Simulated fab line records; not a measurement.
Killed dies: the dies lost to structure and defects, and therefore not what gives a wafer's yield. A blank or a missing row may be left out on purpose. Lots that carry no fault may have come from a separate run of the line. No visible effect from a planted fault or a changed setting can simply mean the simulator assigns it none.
Chamber matching | flow n5Finfet | 4 sister chambers for N5_DUMMY_GATE_STRIP_41 on rieDiel-05
The step strips in O2. 7 wafers are shown with their chamber, then 9 later ones without.

## WAFERS, EACH WITH ITS CHAMBER
wafer  | chamber | showerheadPlenumPTorr (Torr) | throttleValvePct (%)
L075.6 | 3       | 2.10                         | 16.71
L082.5 | 2       | 2.11                         | 16.60
L083.5 | 1       | 2.10                         | 16.78
L083.6 | 0       | 2.21                         | 16.92
L086.1 | 2       | 2.11                         | 16.62
L086.5 | 1       | 2.09                         | 16.80
L086.6 | 0       | 2.20                         | 16.93

## WAFERS WHOSE CHAMBER IS MISSING
wafer  | showerheadPlenumPTorr (Torr) | throttleValvePct (%)
L088.1 | 2.10                         | 16.62
L088.3 | 2.09                         | 16.81
L088.5 | 2.10                         | 16.64
L093.1 | 2.09                         | 16.79
L093.4 | 2.20                         | 16.96
L093.5 | 2.09                         | 16.83
L095.2 | 2.09                         | 16.76
L095.3 | 2.10                         | 16.65
L095.4 | 2.09                         | 16.82

## EACH ONE'S CHAMBER
wafer  | from the rows above     | in truth
L088.1 | 2                       | 2
L088.3 | 1                       | 1
L088.5 | 2                       | 2
L093.1 | 1                       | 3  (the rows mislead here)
L093.4 | 0                       | 0
L093.5 | 1                       | 1
L095.2 | can't be placed: 1 or 3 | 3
L095.3 | can't be placed: 2 or 3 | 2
L095.4 | 1                       | 1
6 of 9 placed correctly. Unplaceable from these rows: 2, with the true chamber sitting among the candidates in 2. Wrongly placed: 1.
How it was worked out, from the rows above alone: a wafer's distance from a chamber is the root of the sum, over the readings, of the square of ((its reading less the chamber's mean) divided by the reading's scatter). The wafer belongs to the nearest chamber; if the next one is less than 2 further off, it can't be placed. For every chamber, the mean is computed from those of its wafers that are shown. The scatter: the root of (the sum of the squares of (reading less its chamber's mean) over the shown wafers, divided by (wafers less chambers)).
